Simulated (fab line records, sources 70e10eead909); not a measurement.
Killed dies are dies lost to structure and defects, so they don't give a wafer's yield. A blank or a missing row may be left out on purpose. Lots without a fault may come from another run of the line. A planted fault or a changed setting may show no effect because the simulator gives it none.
fab line records | flow nand_harc
record lots=13 wafers=39 last_day=27
route steps=1159 shown P_GATE@207 P_CONTACT@219 END@1159
lots that met no fault: from a run of the same line without faults
start_h: hours from the record's first day to the start of the lot's first wafer shown | wait_h: hours since the lot's step before | " the same as in the row above | L1.1+2: a row that stands for several wafers | - no value, or no start given | * or withheld: withheld | < > ~ a bound
route shown NAME@n: a module of which the file shows steps, and the number in the route of the first | usual: mean/standard deviation of fault-free wafers | same: alike in all rows | chamber/n: place in a boat | sites: the reading at each site | _std_site: their standard deviation | _edge_site: outer sites' mean less inner sites' | radius_mm: how far each site lies from the wafer's centre | mask NAME#n: copy n | behind: the tool/chamber that last shaped the wafer | hold: why the lot was held/for how many hours/how that ended | device: the transistor (n, p or np) that didn't switch | end of line: the same wafers' tests at the end of the route | a step without rows: its recipe alone | killed: dies lost to structure and defects at the first sort, not the wafer's yield | map: a wafer's dies, x killed, . not, _ none there
set.NAME: the setting as run; set.NAME@STEP: as run at that earlier step | model.NAME: the simulator's own value behind a step, which no gauge read
steps of the route over a sample of lots; a table a step, a row a wafer
services: from which hour (start_h, from the record's first day; less than 0 if before it) a tool's chamber was out of use, for how many hours, and why
## steps
# step NHARC_P_GATE_RTA_64
# recipe temp_c=1050 time_s=1
# usual lamp_power_pct=30.9/1.3 lamp_zone_6_pct=30.8/1.3 wafer_temp_C_max=1055.4/1.7
# same time_s=1
# columns lot.wafer tool chamber start_h wait_h lamp_power_pct lamp_zone_6_pct wafer_temp_C_max
L274.1 rtp_anneal-01 0 95.74 - 31.9 31.9 1055.7
L274.5 " 0 " " 31.9 31.9 1054.8
L274.6 " 0 " " 32.0 31.9 1054.9
L276.1 rtp_anneal-01 0 115.34 - 31.9 31.8 1054.4
L276.3 " 0 " " 31.9 31.9 1055.5
L276.4 " 0 " " 31.9 31.9 1054.7
L277.1 rtp_anneal-02 0 123.46 - 29.2 29.1 1056.9
L277.4 " 0 " " 29.2 29.2 1057.6
L277.6 " 0 " " 29.2 29.1 1056.3
L278.1 rtp_anneal-01 0 129.47 - 31.9 31.9 1053.1
L278.4 " 0 " " 31.9 31.9 1054.2
L278.5 " 0 " " 31.9 31.9 1053.2
L279.4 rtp_anneal-02 0 137.82 - 29.1 29.1 1056.0
L279.5 " 0 " " 29.1 29.0 1056.5
L279.6 " 0 " " 29.1 29.0 1058.0
L280.1 rtp_anneal-01 0 147.34 - 31.9 31.9 1056.2
L280.2 " 0 " " 31.9 31.9 1053.9
L280.4 " 0 " " 31.9 31.8 1054.2
L282.2 rtp_anneal-01 0 148.92 - 31.8 31.8 1052.9
L282.4 " 0 " " 31.9 31.8 1054.3
L282.6 " 0 " " 31.9 31.8 1052.6
L283.3 rtp_anneal-02 0 162.10 - 29.2 29.1 1059.1
L283.5 " 0 " " 29.2 29.1 1055.9
L283.6 " 0 " " 29.2 29.1 1057.4
L292.2 rtp_anneal-01 0 215.96 - 31.9 31.9 1052.8
L292.5 " 0 " " 31.9 31.8 1055.2
L292.6 " 0 " " 31.9 31.8 1054.3
L293.1 rtp_anneal-02 0 227.66 - 29.2 29.1 1056.3
L293.2 " 0 " " 29.2 29.1 1055.8
L293.5 " 0 " " 29.2 29.1 1058.9
L295.1 rtp_anneal-02 0 235.04 - 29.2 29.1 1060.8
L295.2 " 0 " " 29.2 29.2 1057.1
L295.6 " 0 " " 29.2 29.2 1057.7
L296.2 rtp_anneal-02 0 237.56 - 29.2 29.2 1059.2
L296.5 " 0 " " 29.2 29.2 1058.7
L296.6 " 0 " " 29.2 29.2 1056.5
L297.3 rtp_anneal-01 0 254.16 - 31.9 31.9 1054.2
L297.4 " 0 " " 32.0 31.9 1052.9
L297.6 " 0 " " 31.9 31.9 1054.7
# step NHARC_P_GATE_DEGAS_109
# recipe temp_c=300 time_s=60
# usual heater_power_w=481/39
# same time_s=60
# columns lot.wafer tool chamber start_h wait_h heater_power_w
L274.1 pvd_sputter-01 - 96.04 0.1 474
L274.6 " - " " 477
L274.5 " - " " 467
L276.1 pvd_sputter-03 - 115.65 0.1 524
L276.3 " - " " 473
L276.4 " - " " 391
L277.1 pvd_sputter-02 - 123.76 0.1 443
L277.4 " - " " 437
L277.6 " - " " 462
L278.4 pvd_sputter-01 - 129.78 0.1 477
L278.1 " - " " 462
L278.5 " - " " 521
L279.4 pvd_sputter-02 - 138.06 0.1 478
L279.5 " - " " 444
L279.6 " - " " 532
L280.2 pvd_sputter-03 - 147.65 0.1 531
L280.1 " - " " 403
L280.4 " - " " 523
L282.4 pvd_sputter-01 - 149.20 0.1 478
L282.2 " - " " 469
L282.6 " - " " 471
L283.3 pvd_sputter-02 - 162.35 0.1 457
L283.5 " - " " 443
L283.6 " - " " 544
L292.2 pvd_sputter-01 - 216.24 0.1 477
L292.5 " - " " 472
L292.6 " - " " 484
L293.1 pvd_sputter-02 - 227.97 0.1 492
L293.2 " - " " 556
L293.5 " - " " 483
L295.2 pvd_sputter-02 - 235.37 0.1 429
L295.1 " - " " 500
L295.6 " - " " 427
L296.2 pvd_sputter-03 - 237.86 0.1 506
L296.5 " - " " 473
L296.6 " - " " 397
L297.4 pvd_sputter-03 - 254.41 0.1 517
L297.3 " - " " 401
L297.6 " - " " 509
# step NHARC_P_CONTACT_CMP_01
# recipe target_thk_nm=200 material=SiO2
# usual motor_current_A=12.1/1.2
# columns lot.wafer tool chamber start_h wait_h motor_current_A
L274.1 cmp-02 2 97.80 - 9.7
L274.5 " 2 " " 9.8
L274.6 " 3 " " 12.1
L276.3 cmp-01 3 117.97 - 12.0
L276.4 " 0 " " 10.4
L276.1 " 1 " " 13.0
L277.1 cmp-03 0 125.61 - 11.4
L277.4 " 1 " " 12.5
L277.6 " 2 " " 12.6
L278.4 cmp-01 3 131.55 - 11.9
L278.1 " 2 " " 12.6
L278.5 " 3 " " 11.2
L279.4 cmp-02 1 139.98 - 10.6
L279.5 " 3 " " 12.6
L279.6 " 0 " " 13.6
L280.4 cmp-01 1 149.41 - 13.4
L280.1 " 3 " " 11.7
L280.2 " 0 " " 9.7
L282.2 cmp-02 2 151.07 - 10.1
L282.4 " 0 " " 13.7
L282.6 " 1 " " 11.4
L283.3 cmp-03 1 164.37 - 12.9
L283.5 " 2 " " 12.8
L283.6 " 3 " " 13.3
L292.2 cmp-03 3 218.08 - 13.9
L292.5 " 0 " " 10.8
L292.6 " 1 " " 12.5
L293.1 cmp-01 0 229.93 - 10.9
L293.2 " 1 " " 12.3
L293.5 " 2 " " 12.9
L295.2 cmp-01 3 237.40 - 12.2
L295.1 " 1 " " 12.8
L295.6 " 3 " " 11.8
L296.2 cmp-01 2 239.62 - 13.3
L296.6 " 1 " " 13.5
L296.5 " 2 " " 13.3
L297.4 cmp-01 1 256.50 0.4 13.6
L297.3 " 0 " " 10.0
L297.6 " 1 " " 13.8
# step NHARC_P_CONTACT_CVD_23
# recipe target_thk_a=2000 temp_c=300 pressure_torr=40 wf6_flow_sccm=40 h2_flow_sccm=1600 ar_flow_sccm=1560 time_s=557 material=W
# usual heater_power_w=452/32 throttle_valve_pct=8.01/0.22
# columns lot.wafer tool chamber start_h wait_h heater_power_w throttle_valve_pct
L274.1 cvd_w-01 1 104.25 - 477 7.93
L274.6 " 1 " " 482 7.89
L274.5 " 0 " " 398 7.95
L276.1 cvd_w-02 1 127.29 - 457 7.77
L276.4 " 0 " " 490 8.09
L276.3 " 1 " " 457 8.26
L277.1 cvd_w-01 1 130.18 - 453 7.73
L277.4 " 1 " " 454 7.96
L277.6 " 0 " " 411 7.98
L278.1 cvd_w-01 0 135.28 - 409 8.18
L278.4 " 1 " " 458 7.93
L278.5 " 0 " " 415 8.18
L279.4 cvd_w-02 0 143.09 - 489 8.31
L279.6 " 0 " " 482 8.23
L279.5 " 1 " " 439 7.65
L280.1 cvd_w-02 1 156.76 - 446 7.97
L280.2 " 0 " " 492 8.42
L280.4 " 1 " " 452 8.06
L282.2 cvd_w-01 0 157.15 - 409 7.55
L282.4 " 1 " " 460 7.68
L282.6 " 1 " " 462 7.73
L283.3 cvd_w-01 0 167.78 - 407 7.72
L283.5 " 1 " " 464 7.84
L283.6 " 0 " " 411 7.65
L292.2 cvd_w-02 0 221.19 - 488 8.72
L292.6 " 1 " " 453 7.96
L292.5 " 0 " " 492 8.11
L293.2 cvd_w-01 0 235.94 - 410 8.00
L293.1 " 1 " " 468 7.76
L293.5 " 1 " " 460 7.51
L295.1 cvd_w-02 0 240.69 - 487 8.29
L295.2 " 1 " " 459 7.86
L295.6 " 1 " " 448 7.82
L296.2 cvd_w-01 0 242.71 - 406 8.05
L296.5 " 0 " " 403 8.20
L296.6 " 1 " " 471 7.91
L297.4 cvd_w-02 0 259.79 - 513 8.21
L297.3 " 1 " " 444 7.83
L297.6 " 1 " " 451 8.08
# step NHARC_P_CONTACT_CMP_24
# recipe t_overpolish_s=30 target_thk_nm=200
# usual motor_current_A=12.1/1.3 overpolish_run_s=30.000/0.0093 time_to_endpoint_s=39.2/2.3
# columns lot.wafer tool chamber start_h wait_h motor_current_A overpolish_run_s time_to_endpoint_s
L274.1 cmp-01 2 104.93 0.6 12.8 29.998 40.1
L274.6 " 1 " " 12.5 29.993 42.6
L274.5 " 2 " " 13.1 29.992 37.2
L276.1 cmp-02 1 127.87 0.5 10.4 29.990 38.0
L276.4 " 2 " " 10.4 30.022 38.0
L276.3 " 3 " " 11.3 30.012 37.6
L277.1 cmp-01 0 130.78 0.5 10.9 30.005 41.9
L277.4 " 1 " " 13.2 29.986 42.2
L277.6 " 3 " " 11.2 29.988 43.7
L278.4 cmp-01 2 135.89 0.4 13.5 30.011 42.8
L278.1 " 3 " " 11.6 30.007 41.1
L278.5 " 0 " " 9.7 29.991 41.2
L279.4 cmp-01 3 143.58 0.4 12.3 30.008 40.6
L279.5 " 3 " " 12.2 29.998 43.3
L279.6 " 0 " " 10.0 30.003 43.3
L280.4 cmp-01 2 157.44 0.4 13.4 30.004 38.5
L280.1 " 3 " " 11.5 29.996 38.9
L280.2 " 0 " " 10.2 29.992 40.0
L282.4 cmp-01 2 157.83 0.3 13.2 30.002 39.9
L282.2 " 0 " " 10.1 30.006 43.2
L282.6 " 2 " " 12.8 29.990 41.5
L283.3 cmp-02 1 168.21 0.3 10.6 29.981 33.0
L283.5 " 3 " " 12.1 30.021 27.3
L283.6 " 0 " " 13.6 30.008 34.5
L292.2 cmp-03 1 221.80 0.5 12.9 29.996 38.0
L292.6 " 3 " " 13.5 29.991 38.3
L292.5 " 0 " " 11.4 29.998 39.0
L293.1 cmp-01 0 236.60 0.5 10.1 29.979 40.1
L293.2 " 3 " " 12.2 30.008 38.0
L293.5 " 0 " " 10.6 30.007 37.4
L295.2 cmp-03 3 241.39 0.5 13.6 30.015 38.3
L295.1 " 0 " " 10.9 29.996 40.0
L295.6 " 2 " " 13.5 29.998 39.6
L296.2 cmp-01 3 243.41 0.6 12.3 29.991 38.3
L296.6 " 2 " " 12.8 29.992 36.8
L296.5 " 3 " " 11.6 29.995 39.8
L297.4 cmp-01 2 260.32 0.4 13.6 30.011 38.4
L297.3 " 3 " " 11.6 29.990 39.9
L297.6 " 0 " " 9.8 30.008 40.6
# step NHARC_END_SORT_01
# recipe temp_c=25
# usual killed_at_array=28/11 killed_at_other=0.9/1.2 killed_at_periphery=2.6/2.1 killed_dies=31/11 killed_open=3.1/1.7 killed_short=1.9/1.3
# same gross_dies=677
# columns lot.wafer tool chamber start_h wait_h killed_at_array killed_at_other killed_at_periphery killed_dies killed_open killed_short
L283.3 prober-01 0 558.39 3.1 8 0 2 10 0 0
L283.5 prober-01 0 559.99 3.7 12 1 4 17 2 6
L283.6 prober-01 0 560.79 4.0 13 1 1 15 2 1
# killed by level:class
L283.3 A_CHANNEL_HOLE_D1:chamber_film_flake=3 A_SLIT:chamber_film_flake=2 P_ZERO_WELL:chamber_film_flake=1 P_BONDPAD:chamber_film_flake=1 A_STAIRCASE:chamber_film_flake=1 A_WL_FILL:chamber_film_flake=1 A_CONTACT:chamber_film_flake=1
L283.5 A_CHANNEL_HOLE_D1:chamber_film_flake=4 A_CHANNEL_FILL_D1:geometric_particle:short=2 P_STI:chamber_film_flake=2 A_CONTACT:chamber_film_flake=2 P_GATE:geometric_particle:short=1 P_CONTACT:geometric_particle:open=1 A_ONON_D1:geometric_particle:short=1 A_WL_FILL:geometric_particle:short=1
L283.6 A_CHANNEL_HOLE_D1:chamber_film_flake=4 A_CONTACT:chamber_film_flake=3 A_CHANNEL_FILL_D1:geometric_particle:open=2 A_STAIRCASE:chamber_film_flake=2 P_M0:geometric_particle:short=1 A_ZERO_WELL:chamber_film_flake=1 A_WL_FILL:chamber_film_flake=1 THIN_TSV:chamber_film_flake=1
## services
# columns tool chamber start_h hours kind
cmp-03 - 87.67 3.2 repair
pvd_sputter-03 - 102.00 10.0 pm
cmp-01 - 106.56 4.0 pm
cmp-02 - 106.82 2.3 repair
cmp-01 - 110.56 - consumable_replace:conditioner
cvd_w-01 - 111.22 13.0 pm
cmp-01 - 122.47 1.8 repair
pvd_sputter-01 - 124.79 1.1 repair
cvd_w-01 1 125.96 1.2 repair
cmp-02 - 128.50 4.0 pm
pvd_sputter-02 - 140.30 20.0 repair
cmp-03 - 156.00 4.0 pm
pvd_sputter-01 - 158.00 10.0 pm
cmp-03 - 160.02 0.3 repair
cmp-02 - 185.28 1.5 repair
cvd_w-02 - 197.08 13.0 pm
cmp-01 - 198.27 10.9 repair
pvd_sputter-03 - 204.12 0.7 repair
pvd_sputter-02 - 214.00 10.0 pm
cmp-01 - 217.85 2.2 repair
cmp-02 - 226.50 4.0 pm
cmp-01 - 240.85 0.6 repair
pvd_sputter-02 - 246.93 1.6 repair
cmp-03 - 254.00 4.0 pm
## key
first_sign step=NHARC_P_CONTACT_CMP_24 reading=time_to_endpoint_s direction=down sigmas=5.1 usual=* struck=*
effect none on later readings
met_at NHARC_P_CONTACT_CVD_23
struck_lots L283
struck_wafers L283.5
tester_left_out L283
not_acting_at NHARC_P_GATE_RTA_64,NHARC_P_GATE_DEGAS_109,NHARC_P_CONTACT_CMP_01
onset_between 157.15 167.78
fault kind=process_parameter_drift tool=cvd_w-01 chamber=- onset_h=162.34 steps=NHARC_P_CONTACT_CVD_23 channel=target_thk_a offset=* shape=step end_h=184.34 scope=struck_wafers_only acts_in=* stated=*
# tester_left_out: of these lots the tester's yield and bins aren't shown, on N5 and GAA mostly nor the transistor test; their killed dies are dies lost to structure and defects alone, not to doping, threshold or leakage, so they don't give the yield
